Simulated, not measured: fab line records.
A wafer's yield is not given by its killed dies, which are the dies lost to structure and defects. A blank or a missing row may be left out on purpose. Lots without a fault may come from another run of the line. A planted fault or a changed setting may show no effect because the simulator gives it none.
One fault through the eyes of 2 desks | flow nand_harc | what lay behind the numbers comes last; until then each desk has only its own

== THE DEFECT DESK ==
Counts from the inspections along the route, per lot, as means over the sampled wafers that have a number. If a lot's mean is further than 4 standard deviations from the usual mean, the lot is out of limits and carries the mark OUT (the distance appears in the brackets).
Columns: A = raw_defect_count at NHARC_A_BLC_INSPECT_12, usual 28
lot  | first seen here | A
L932 | day 17 13:55    | 24
L933 | day 17 14:12    | 15
L935 | day 17 23:06    | 24
L934 | day 17 23:32    | 10
L936 | day 18 10:01    | 13
L943 | day 20 05:17    | 51
L945 | day 20 06:26    | 16
L951 | day 21 17:17    | 43
L953 | day 21 19:49    | 51
L952 | day 21 20:22    | 19
L954 | day 22 12:52    | 21
L955 | day 23 20:55    | 46
Finding of this desk: none of the 12 lots has anything out of limits.

== FROM THE METROLOGY DESK ==
What the gauges read, lot by lot, whatever tool the lot ran on: means of the sampled wafers that have a number. If a lot's mean is further than 4 standard deviations from the usual mean, the lot is out of limits and carries the mark OUT (the distance appears in the brackets).
Columns: A = cd_nm at NHARC_A_BLC_CD_MEAS_10, usual 100.2 nm
lot  | first seen here | A
L932 | day 17 13:47    | 100.2
L933 | day 17 14:04    | 100.5
L935 | day 17 22:59    | 100.1
L934 | day 17 23:25    | 100.2
L936 | day 18 09:53    | 99.5
L943 | day 20 05:10    | 102.5 (+5.0) OUT
L945 | day 20 06:19    | 104.6 (+9.4) OUT
L951 | day 21 17:08    | 99.8
L953 | day 21 19:41    | 100.3
L952 | day 21 20:14    | 100.3
L954 | day 22 12:45    | 100.0
L955 | day 23 20:48    | 100.1
This desk's verdict: out of limits on L943, L945, starting with L943 at day 20 05:10 (cd_nm at NHARC_A_BLC_CD_MEAS_10). L932, L933, L935, L934, L936, L951, L953, L952, L954, L955: within limits.

== TAKEN TOGETHER ==
The metrology desk could have raised an alarm at day 20 05:10, on L943, L945.
Nothing the defect desk looked at was out of limits.
The defect desk has L943, L945 on record, within its limits.
The lots listed all ran NHARC_A_BLC_PEB_08 on litho_track-06.

== WHAT WAS PUT IN BY THE SIMULATOR ==
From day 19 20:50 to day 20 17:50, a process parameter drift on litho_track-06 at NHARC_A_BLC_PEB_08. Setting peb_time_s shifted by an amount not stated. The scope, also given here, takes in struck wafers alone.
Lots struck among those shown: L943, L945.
Hours from the fault's start to each desk's first reading out of limits: the metrology desk, 8.
